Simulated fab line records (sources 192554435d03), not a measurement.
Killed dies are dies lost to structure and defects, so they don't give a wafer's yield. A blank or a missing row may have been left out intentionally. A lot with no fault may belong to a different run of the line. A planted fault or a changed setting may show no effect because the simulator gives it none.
fab line records    flow n5_finfet    part 1 of 2: steps 1 to 19 of 28
[record] lots = 5  wafers = 15  last_day = 16
route steps=1938 shown FIN_CUT@157 STI_FIN_REVEAL@183
lots that met no fault: taken from a fault-free run of the same line
start_h: start of the lot's first displayed wafer, in hours after the record's first day    wait_h: hours since the lot's step before    " same as the row above    L1.1+2: a row that stands for several wafers    - either no value or no given start    * or withheld: withheld    < > ~ a bound
route shown NAME@n: NAME is a module with steps in the file, n the number in the route of the first one    usual: mean/standard deviation of fault-free wafers    same: alike in all rows    chamber/n: place in a boat    sites: each site's reading    _std_site: how widely they spread, as a standard deviation    _edge_site: mean of outer sites minus mean of inner sites    radius_mm: how far each site lies from the wafer's centre    mask NAME#n: copy n    behind: the last tool/chamber to shape the wafer    hold: cause of the lot's hold/its duration in hours/its outcome    device: whichever transistor did not switch (one of n, p or np)    end of line: tests of these same wafers at the route's end    for a step that has no rows: nothing shown but its recipe    killed: dies that structure and defects cost at the first sort, which is not the same as the wafer's yield    map: dies across one wafer; x = killed, . = not, _ = none there
set.NAME: the setting the step ran with; set.NAME@STEP: the setting that earlier step ran with    model.NAME: the simulator's own value behind a step, which no gauge read
a table for each step, a row for each wafer; lots at some steps of the route
services: from which hour (start_h, from the record's first day; less than 0 if before it) a tool's chamber was out of use, for how many hours, and why
[[steps]]
[step N5_FIN_CUT_COAT_02]
[recipe] resist = CAR-EUV  spin_rpm = 1500  resist_thk_nm = 30
lot.wafer   tool            chamber  start_h  wait_h
L075.1+4+6  litho_track-02  0        -        -
L079.4+5+6  litho_track-02  0        -        -
L091.2+3+4  litho_track-05  0        -        -
L092.1+2+6  litho_track-04  0        -        -
L094.3+5+6  litho_track-04  0        -        -
[step N5_FIN_CUT_EBR_04]
[recipe] solvent = PGMEA  ebr_width_mm = 1.5
lot.wafer   tool            chamber  start_h  wait_h
L075.1+4+6  litho_track-02  0        -        -
L079.4+5+6  litho_track-02  0        -        -
L091.2+3+4  litho_track-05  0        -        -
L092.1+2+6  litho_track-04  0        -        -
L094.3+5+6  litho_track-04  0        -        -
[step N5_FIN_CUT_SOFTBAKE_03]
[recipe] temp_c = 110  time_s = 60  resist = CAR-EUV
lot.wafer   tool            chamber  start_h  wait_h
L075.1+4+6  litho_track-02  0        -        -
L079.4+5+6  litho_track-02  0        -        -
L091.2+3+4  litho_track-05  0        -        -
L092.1+2+6  litho_track-04  0        -        -
L094.3+5+6  litho_track-04  0        -        -
[step N5_FIN_CUT_EXPOSE_05]
[recipe] mask_id = FIN_CUT  na = 0.33  source_shape = annular  sigma_inner = 0.35  sigma_outer = 0.8  polarization = unpolarized  dose_mj = 45.75
[usual] stage_msd_nm = 0.85/0.031
lot.wafer  tool            chamber  start_h  wait_h  mask       stage_msd_nm
L075.1     euv_scanner-01  0        33.49    -       FIN_CUT#0  0.89
L075.4     "               0        "        "       FIN_CUT#0  0.89
L075.6     "               0        "        "       FIN_CUT#0  0.89
L079.4     euv_scanner-01  0        56.95    -       FIN_CUT#0  0.89
L079.5     "               0        "        "       FIN_CUT#0  0.89
L079.6     "               0        "        "       FIN_CUT#0  0.89
L091.2     euv_scanner-01  0        128.16   -       FIN_CUT#0  0.87
L091.3     "               0        "        "       FIN_CUT#0  0.88
L091.4     "               0        "        "       FIN_CUT#0  0.88
L092.1     euv_scanner-02  0        135.68   -       FIN_CUT#0  0.82
L092.2     "               0        "        "       FIN_CUT#0  0.83
L092.6     "               0        "        "       FIN_CUT#0  0.82
L094.3     euv_scanner-02  0        147.77   -       FIN_CUT#0  0.83
L094.5     "               0        "        "       FIN_CUT#0  0.83
L094.6     "               0        "        "       FIN_CUT#0  0.83
[step N5_FIN_CUT_PEB_06]
[recipe] peb_temp_c = 100  peb_time_s = 60  resist = CAR-EUV
lot.wafer   tool            chamber  start_h  wait_h
L075.1+4+6  litho_track-04  0        33.55    0.1
L079.4+5+6  litho_track-04  0        57.00    0.0
L091.2+3+4  litho_track-04  0        128.22   0.1
L092.1+2+6  litho_track-04  0        135.75   0.1
L094.3+5+6  litho_track-02  0        147.83   0.0
[step N5_FIN_CUT_DEVELOP_07]
[recipe] develop_time_s = 30  developer = TMAH  resist = CAR-EUV  rinse_liquid = surfactant_rinse  dry = air_spin  dev_temp_c = 23
lot.wafer   tool            chamber  start_h  wait_h
L075.1+4+6  litho_track-04  0        -        -
L079.4+5+6  litho_track-04  0        -        -
L091.2+3+4  litho_track-04  0        -        -
L092.1+2+6  litho_track-04  0        -        -
L094.3+5+6  litho_track-02  0        -        -
[step N5_FIN_CUT_CD_MEAS_08]
[recipe] target_cd_nm = 29.1  landing_energy_ev = 500  detector = se_inlens  polarity = opening
[usual] cd_nm = 29.11/0.23
lot.wafer  tool       chamber  start_h  wait_h  cd_nm
L075.1     cd_sem-02  0        33.62    -       29.03
L075.4     "          0        "        "       29.06
L075.6     "          0        "        "       29.29
L079.4     cd_sem-02  0        57.06    -       29.22
L079.5     "          0        "        "       29.01
L079.6     "          0        "        "       29.36
L091.2     cd_sem-01  0        128.29   -       29.10
L091.3     "          0        "        "       28.72
L091.4     "          0        "        "       28.87
L092.1     cd_sem-03  0        135.82   -       29.58
L092.2     "          0        "        "       28.74
L092.6     "          0        "        "       28.78
L094.3     cd_sem-03  0        147.89   -       29.14
L094.5     "          0        "        "       29.32
L094.6     "          0        "        "       28.93
[step N5_FIN_CUT_OVL_MEAS_09]
[recipe] points_per_wafer = 522
[usual] FIN_CUT_OVL = 0.0/0.68
[same] points_per_wafer = 522
lot.wafer  tool        chamber  start_h  wait_h  FIN_CUT_OVL[nm]
L075.1     overlay-01  0        33.65    0.0     1.6
L075.4     "           0        "        "       1.4
L075.6     "           0        "        "       1.0
L079.4     overlay-01  0        57.11    0.0     -0.3
L079.5     "           0        "        "       0.2
L079.6     "           0        "        "       -0.2
L091.2     overlay-02  0        128.33   0.0     1.3
L091.3     "           0        "        "       -0.2
L091.4     "           0        "        "       0.2
L092.1     overlay-01  0        135.85   0.0     0.1
L092.2     "           0        "        "       -0.4
L092.6     "           0        "        "       0.4
L094.3     overlay-01  0        147.93   0.0     -1.0
L094.5     "           0        "        "       0.1
L094.6     "           0        "        "       0.0
[step N5_FIN_CUT_INSPECT_10]
[recipe] mode = adi  inspect_instrument = brightfield
[usual] raw_defect_count = 40/11
lot.wafer  tool               chamber  start_h  wait_h  raw_defect_count
L075.1     defect_inspect-01  -        33.71    0.1     45
L075.4     "                  -        "        "       27
L075.6     "                  -        "        "       46
L079.4     defect_inspect-02  -        57.15    0.0     29
L079.5     "                  -        "        "       32
L079.6     "                  -        "        "       29
L091.2     defect_inspect-02  -        128.38   0.0     39
L091.3     "                  -        "        "       46
L091.4     "                  -        "        "       40
L092.1     defect_inspect-01  -        135.90   0.1     51
L092.2     "                  -        "        "       37
L092.6     "                  -        "        "       45
L094.3     defect_inspect-02  -        147.98   0.0     42
L094.5     "                  -        "        "       30
L094.6     "                  -        "        "       31
[step N5_FIN_CUT_DESCUM_13]
[recipe] chemistry = O2  time_s = 7  source_power_w = 50  bias_power_w = 20  pressure_mtorr = 20  rf_frequency_hz = 2.712e+07  temp_c = 40  resist = CAR-EUV  o2_flow_sccm = 225
[usual] drypump_motor_current_A = 6.0/0.52  oes_product_au = 0.76/0.072  rf_vpp_V = 243.0/1.1  showerhead_plenum_p_Torr = 2.08/0.061  throttle_valve_pct = 20.44/0.25
lot.wafer  tool         chamber  start_h  wait_h  drypump_motor_current_A  oes_product_au  rf_hours_counter_h  rf_vpp_V  showerhead_plenum_p_Torr  throttle_valve_pct
L075.1     rie_diel-06  1        33.74    0.0     5.9                      0.70            214                 243.7     2.07                      20.74
L075.4     "            0        "        "       6.1                      0.84            65                  243.2     2.12                      20.47
L075.6     "            3        "        "       6.8                      0.70            -                   241.6     1.98                      20.42
L079.4     rie_diel-04  2        57.18    0.0     5.1                      0.93            9                   241.8     2.02                      20.12
L079.5     "            0        "        "       6.3                      0.72            -                   243.4     2.12                      20.26
L079.6     "            3        "        "       5.6                      0.78            -                   245.2     2.19                      20.82
L091.2     rie_diel-06  2        128.41   0.0     4.9                      0.72            190                 242.4     2.08                      20.68
L091.3     "            1        "        "       6.0                      0.68            242                 243.3     2.06                      20.76
L091.4     "            3        "        "       6.8                      0.70            212                 243.5     1.97                      20.45
L092.1     rie_diel-06  1        135.94   0.0     6.0                      0.67            244                 242.6     2.06                      20.80
L092.2     "            0        "        "       6.1                      0.79            95                  243.8     2.11                      20.52
L092.6     "            0        "        "       6.1                      0.79            -                   242.8     2.11                      20.51
L094.3     rie_diel-04  1        148.01   0.0     6.4                      0.90            24                  241.7     2.04                      20.72
L094.5     "            3        "        "       5.6                      0.76            -                   243.5     2.18                      20.85
L094.6     "            0        "        "       6.4                      0.70            -                   241.4     2.11                      20.31
[step N5_FIN_CUT_ETCH_30]
[recipe] chemistry = N2/H2  target = underlayer  target_depth_a = 130  mask_material = CAR-EUV  time_s = 10.4  ion_energy_ev = 200  pressure_mtorr = 30  source_w = 840  bias_w = 150  n2_flow_sccm = 200  h2_flow_sccm = 200  ends = cleared
[usual] drypump_motor_current_A = 6.0/0.52  etch_rf_on_time_s = 10.3/0.36  oes_product_au = 0.66/0.062  rf_vpp_V = 523.6/2.1  showerhead_plenum_p_Torr = 2.53/0.074  throttle_valve_pct = 17.85/0.26
lot.wafer  tool         chamber  start_h  wait_h  drypump_motor_current_A  etch_rf_on_time_s  oes_product_au  rf_hours_counter_h  rf_vpp_V  showerhead_plenum_p_Torr  throttle_valve_pct
L075.1     rie_diel-06  1        33.78    0.0     6.0                      10.2               0.61            214                 523.6     2.50                      18.00
L075.4     "            0        "        "       6.1                      10.0               0.73            65                  525.3     2.57                      17.80
L075.6     "            3        "        "       6.8                      10.5               0.62            -                   521.0     2.43                      18.01
L079.4     rie_diel-04  2        57.22    0.0     5.1                      10.2               0.79            9                   522.9     2.48                      17.67
L079.5     "            0        "        "       6.3                      11.1               0.61            -                   522.5     2.56                      17.58
L079.6     "            3        "        "       5.5                      10.4               0.67            -                   526.2     2.68                      18.34
L091.2     rie_diel-06  2        128.45   0.0     4.9                      10.2               0.63            190                 522.5     2.51                      17.96
L091.3     "            1        "        "       6.0                      10.3               0.60            242                 523.3     2.48                      18.05
L091.4     "            3        "        "       6.8                      10.5               0.60            212                 520.3     2.42                      18.05
L092.1     rie_diel-06  1        135.97   0.0     6.0                      10.4               0.60            244                 524.4     2.48                      18.06
L092.2     "            0        "        "       6.1                      10.0               0.70            95                  524.8     2.56                      17.87
L092.6     "            0        "        "       6.1                      10.0               0.70            -                   523.9     2.56                      17.86
L094.3     rie_diel-04  1        148.05   0.0     6.5                      10.4               0.77            24                  521.6     2.48                      18.05
L094.5     "            3        "        "       5.6                      10.5               0.64            -                   527.9     2.67                      18.38
L094.6     "            0        "        "       6.4                      11.0               0.59            -                   524.6     2.54                      17.64
[step N5_FIN_CUT_ETCH_20]
[recipe] chemistry = CF4  target = SiARC  target_depth_a = 260  mask_material = CAR-EUV  time_s = 43.3  ion_energy_ev = 80  pressure_mtorr = 40  source_w = 545  bias_w = 36  Ar_flow_sccm = 100  cf4_flow_sccm = 100  ends = cleared
[usual] drypump_motor_current_A = 6.0/0.52  etch_rf_on_time_s = 42.9/1.5  oes_product_au = 0.66/0.061  rf_vpp_V = 184.1/1.1  showerhead_plenum_p_Torr = 2.13/0.057  throttle_valve_pct = 15.64/0.19
lot.wafer  tool         chamber  start_h  wait_h  drypump_motor_current_A  etch_rf_on_time_s  oes_product_au  rf_hours_counter_h  rf_vpp_V  showerhead_plenum_p_Torr  throttle_valve_pct
L075.1     rie_diel-06  1        33.80    0.0     5.9                      42.9               0.62            214                 183.0     2.12                      15.90
L075.4     "            0        "        "       6.1                      41.8               0.72            65                  185.1     2.17                      15.62
L075.6     "            3        "        "       6.8                      44.6               0.61            -                   182.9     2.03                      15.67
L079.4     rie_diel-04  2        57.24    0.0     5.2                      43.0               0.79            9                   183.2     2.12                      15.55
L079.5     "            0        "        "       6.3                      45.0               0.62            -                   183.9     2.14                      15.35
L079.6     "            3        "        "       5.6                      42.9               0.67            -                   185.6     2.24                      15.95
L091.2     rie_diel-06  2        128.47   0.0     4.9                      42.4               0.63            190                 183.1     2.13                      15.86
L091.3     "            1        "        "       5.9                      43.1               0.60            242                 184.0     2.11                      15.96
L091.4     "            3        "        "       6.8                      44.8               0.59            212                 182.6     2.02                      15.74
L092.1     rie_diel-06  1        135.99   0.0     5.9                      43.2               0.60            244                 183.2     2.11                      15.96
L092.2     "            0        "        "       6.1                      42.0               0.69            95                  184.8     2.16                      15.65
L092.6     "            0        "        "       6.1                      42.5               0.70            -                   184.2     2.16                      15.65
L094.3     rie_diel-04  1        148.07   0.0     6.4                      43.2               0.76            24                  185.2     2.09                      15.74
L094.5     "            3        "        "       5.6                      43.1               0.65            -                   185.9     2.23                      16.01
L094.6     "            0        "        "       6.4                      44.8               0.60            -                   182.8     2.13                      15.40
[step N5_FIN_CUT_ETCH_21]
[recipe] chemistry = N2/H2  target = SOC  target_depth_a = 2190  overetch_a = 438  mask_material = SiARC  temp_c = 40  ion_energy_ev = 100  bias_w = 61  time_s = 523.5  pressure_mtorr = 30  source_w = 850  n2_flow_sccm = 200  h2_flow_sccm = 200
[usual] drypump_motor_current_A = 6.0/0.52  oes_product_au = 0.70/0.062  rf_vpp_V = 240.6/1.3  showerhead_plenum_p_Torr = 2.53/0.074  throttle_valve_pct = 17.81/0.27
lot.wafer  tool         chamber  start_h  wait_h  drypump_motor_current_A  oes_product_au  rf_hours_counter_h  rf_vpp_V  showerhead_plenum_p_Torr  throttle_valve_pct
L075.1     rie_diel-06  1        33.84    0.0     5.9                      0.66            215                 240.3     2.50                      17.95
L075.4     "            0        "        "       6.1                      0.75            65                  241.5     2.57                      17.76
L075.6     "            3        "        "       6.8                      0.67            -                   240.3     2.43                      17.97
L079.4     rie_diel-04  2        57.27    0.0     5.1                      0.84            9                   239.3     2.48                      17.63
L079.5     "            0        "        "       6.4                      0.69            -                   240.8     2.56                      17.54
L079.6     "            3        "        "       5.6                      0.72            -                   243.0     2.68                      18.30
L091.2     rie_diel-06  2        128.51   0.0     4.9                      0.66            190                 241.0     2.51                      17.90
L091.3     "            1        "        "       6.0                      0.64            242                 239.5     2.48                      18.01
L091.4     "            3        "        "       6.8                      0.66            212                 238.2     2.42                      18.04
L092.1     rie_diel-06  1        136.03   0.0     5.9                      0.64            244                 240.7     2.48                      18.01
L092.2     "            0        "        "       6.1                      0.73            95                  240.8     2.56                      17.81
L092.6     "            0        "        "       6.1                      0.74            -                   240.7     2.56                      17.80
L094.3     rie_diel-04  1        148.11   0.0     6.5                      0.82            24                  240.6     2.48                      18.01
L094.5     "            3        "        "       5.5                      0.70            -                   242.6     2.67                      18.34
L094.6     "            0        "        "       6.4                      0.66            -                   240.2     2.54                      17.59
[step N5_FIN_CUT_STRIP_23]
[recipe] chemistry = N2/H2  temp_c = 40  n2_flow_sccm = 200  h2_flow_sccm = 200  rf_frequency_hz = 6e+07
lot.wafer   tool         chamber  start_h  wait_h
L075.1+4+6  rie_diel-06  1,0,3    34.14    0.2
L079.4+5+6  rie_diel-04  2,0,3    57.58    0.2
L091.2+3+4  rie_diel-06  2,1,3    128.81   0.2
L092.1+2+6  rie_diel-06  1,0,0    136.34   0.2
L094.3+5+6  rie_diel-04  1,3,0    148.41   0.2
[step N5_FIN_CUT_STRIP_31]
[recipe] chemistry = N2/H2  temp_c = 40  n2_flow_sccm = 200  h2_flow_sccm = 200  rf_frequency_hz = 6e+07
lot.wafer   tool         chamber  start_h  wait_h
L075.1+4+6  rie_diel-06  1,0,3    34.15    0.0
L079.4+5+6  rie_diel-04  2,0,3    57.59    0.0
L091.2+3+4  rie_diel-06  2,1,3    128.82   0.0
L092.1+2+6  rie_diel-06  1,0,0    136.35   0.0
L094.3+5+6  rie_diel-04  1,3,0    148.42   0.0
[step N5_FIN_CUT_STRIP_24]
[recipe] chemistry = CF4  resist = SiARC  power_w = 300  bias_power_w = 75  pressure_mtorr = 50  cf4_flow_sccm = 150  rf_frequency_hz = 6e+07
[usual] drypump_motor_current_A = 6.0/0.52  oes_product_au = 0.76/0.066  rf_vpp_V = 270.9/1.3  showerhead_plenum_p_Torr = 1.79/0.042  throttle_valve_pct = 13.63/0.19
lot.wafer  tool         chamber  start_h  wait_h  drypump_motor_current_A  oes_product_au  rf_hours_counter_h  rf_vpp_V  showerhead_plenum_p_Torr  throttle_valve_pct
L075.1     rie_diel-06  1        34.16    0.0     5.9                      0.71            215                 269.6     1.79                      13.95
L075.4     "            0        "        "       6.1                      0.83            65                  270.4     1.81                      13.50
L075.6     "            3        "        "       6.8                      0.72            -                   269.8     1.71                      13.73
L079.4     rie_diel-04  2        57.60    0.0     5.1                      0.90            9                   269.6     1.77                      13.44
L079.5     "            0        "        "       6.4                      0.74            -                   271.6     1.79                      13.34
L079.6     "            3        "        "       5.6                      0.77            -                   272.2     1.87                      13.83
L091.2     rie_diel-06  2        128.83   0.0     4.9                      0.72            191                 271.9     1.79                      13.86
L091.3     "            1        "        "       5.9                      0.69            242                 270.6     1.78                      14.01
L091.4     "            3        "        "       6.8                      0.70            212                 268.7     1.70                      13.81
L092.1     rie_diel-06  1        136.36   0.0     6.0                      0.69            244                 270.7     1.78                      14.01
L092.2     "            0        "        "       6.1                      0.79            96                  271.5     1.80                      13.59
L092.6     "            0        "        "       6.1                      0.79            -                   271.8     1.80                      13.58
L094.3     rie_diel-04  1        148.43   0.0     6.4                      0.88            24                  270.5     1.75                      13.64
L094.5     "            3        "        "       5.6                      0.75            -                   271.7     1.86                      13.92
L094.6     "            0        "        "       6.3                      0.71            -                   271.3     1.78                      13.42
[step N5_FIN_CUT_CUT_ETCH_26]
[recipe] chemistry = CH3F/O2  target = SiNx  target_depth_a = 390  mask_material = SOC  time_s = 55.7  pressure_mtorr = 30  source_w = 395  bias_w = 73  Ar_flow_sccm = 150  CH3F_flow_sccm = 30  O2_flow_sccm = 20  ion_energy_ev = 120
[usual] drypump_motor_current_A = 6.0/0.52  oes_f_703_au = 0.77/0.074  oes_product_au = 0.77/0.072  rf_vpp_V = 299/11  showerhead_plenum_p_Torr = 1.99/0.061  throttle_valve_pct = 16.38/0.22
lot.wafer  tool         chamber  start_h  wait_h  drypump_motor_current_A  oes_f_703_au  oes_product_au  rf_hours_counter_h  rf_vpp_V  showerhead_plenum_p_Torr  throttle_valve_pct
L075.1     rie_diel-06  1        34.18    0.0     6.0                      0.73          0.72            215                 303       1.96                      16.57
L075.4     "            0        "        "       6.1                      0.90          0.83            65                  283       2.04                      16.44
L075.6     "            3        "        "       6.8                      0.72          0.72            -                   308       1.88                      16.35
L079.4     rie_diel-04  2        57.62    0.0     5.1                      0.91          0.93            9                   311       1.98                      16.29
L079.5     "            0        "        "       6.4                      0.70          0.72            -                   304       2.00                      16.09
L079.6     "            3        "        "       5.6                      0.78          0.79            -                   290       2.11                      16.79
L091.2     rie_diel-06  2        128.85   0.0     4.9                      0.76          0.73            191                 289       1.98                      16.58
L091.3     "            1        "        "       5.9                      0.72          0.69            242                 303       1.96                      16.64
L091.4     "            3        "        "       6.8                      0.70          0.70            212                 306       1.87                      16.39
L092.1     rie_diel-06  1        136.38   0.0     6.0                      0.72          0.69            244                 303       1.95                      16.61
L092.2     "            0        "        "       6.1                      0.86          0.80            96                  285       2.03                      16.49
L092.6     "            0        "        "       6.1                      0.86          0.80            -                   285       2.03                      16.47
L094.3     rie_diel-04  1        148.45   0.0     6.5                      0.86          0.90            24                  313       1.95                      16.55
L094.5     "            3        "        "       5.6                      0.76          0.75            -                   290       2.10                      16.84
L094.6     "            0        "        "       6.4                      0.67          0.70            -                   303       1.99                      16.15
[step N5_FIN_CUT_CUT_ETCH_27]
[recipe] chemistry = CHF3/O2  target = SiO2  target_depth_a = 40  mask_material = SOC  overetch_a = 20  time_s = 4.9  pressure_mtorr = 30  source_w = 650  bias_w = 170  Ar_flow_sccm = 200  CHF3_flow_sccm = 50  O2_flow_sccm = 5  ion_energy_ev = 200
[usual] drypump_motor_current_A = 6.0/0.52  oes_f_703_au = 0.77/0.066  oes_product_au = 0.60/0.053  rf_vpp_V = 527/19  showerhead_plenum_p_Torr = 2.40/0.071  throttle_valve_pct = 18.84/0.25
lot.wafer  tool         chamber  start_h  wait_h  drypump_motor_current_A  oes_f_703_au  oes_product_au  rf_hours_counter_h  rf_vpp_V  showerhead_plenum_p_Torr  throttle_valve_pct
L075.1     rie_diel-06  1        34.23    0.0     5.9                      0.74          0.56            215                 535       2.37                      19.02
L075.4     "            0        "        "       6.1                      0.87          0.66            65                  501       2.46                      18.97
L075.6     "            3        "        "       6.8                      0.71          0.58            -                   543       2.28                      18.84
L079.4     rie_diel-04  2        57.66    0.0     5.1                      0.89          0.72            9                   547       2.39                      18.85
L079.5     "            0        "        "       6.3                      0.72          0.59            -                   532       2.41                      18.49
L079.6     "            3        "        "       5.6                      0.78          0.61            -                   512       2.54                      19.28
L091.2     rie_diel-06  2        128.89   0.0     4.9                      0.76          0.57            191                 512       2.39                      19.00
L091.3     "            1        "        "       6.0                      0.72          0.55            242                 533       2.35                      19.05
L091.4     "            3        "        "       6.8                      0.70          0.57            212                 543       2.27                      18.87
L092.1     rie_diel-06  1        136.42   0.0     6.0                      0.72          0.55            244                 533       2.35                      19.06
L092.2     "            0        "        "       6.1                      0.83          0.63            96                  501       2.45                      19.02
L092.6     "            0        "        "       6.1                      0.84          0.63            -                   501       2.45                      19.03
L094.3     rie_diel-04  1        148.50   0.0     6.5                      0.86          0.71            24                  550       2.35                      19.05
L094.5     "            3        "        "       5.6                      0.76          0.60            -                   512       2.52                      19.35
L094.6     "            0        "        "       6.3                      0.69          0.56            -                   534       2.40                      18.56
[step N5_FIN_CUT_PRECLEAN_35]
[recipe] time_s = 13.3  temp_c = 45  pressure_torr = 125  p_hf_torr = 3  p_coreactant_torr = 25  chemistry = vHF
[usual] drypump_motor_current_A = 6.06/0.22
lot.wafer  tool           chamber  start_h  wait_h  drypump_motor_current_A
L075.1     vapor_etch-01  1        34.29    0.0     6.04
L075.4     "              1        "        "       6.05
L075.6     "              0        "        "       5.69
L079.4     vapor_etch-02  1        57.75    0.1     6.00
L079.5     "              1        "        "       6.01
L079.6     "              0        "        "       6.29
L091.2     vapor_etch-02  0        128.96   0.0     6.29
L091.3     "              0        "        "       6.30
L091.4     "              1        "        "       6.01
L092.1     vapor_etch-01  1        136.49   0.0     6.06
L092.2     "              0        "        "       5.68
L092.6     "              1        "        "       6.07
L094.3     vapor_etch-02  1        148.58   0.1     5.99
L094.5     "              1        "        "       5.97
L094.6     "              0        "        "       6.37
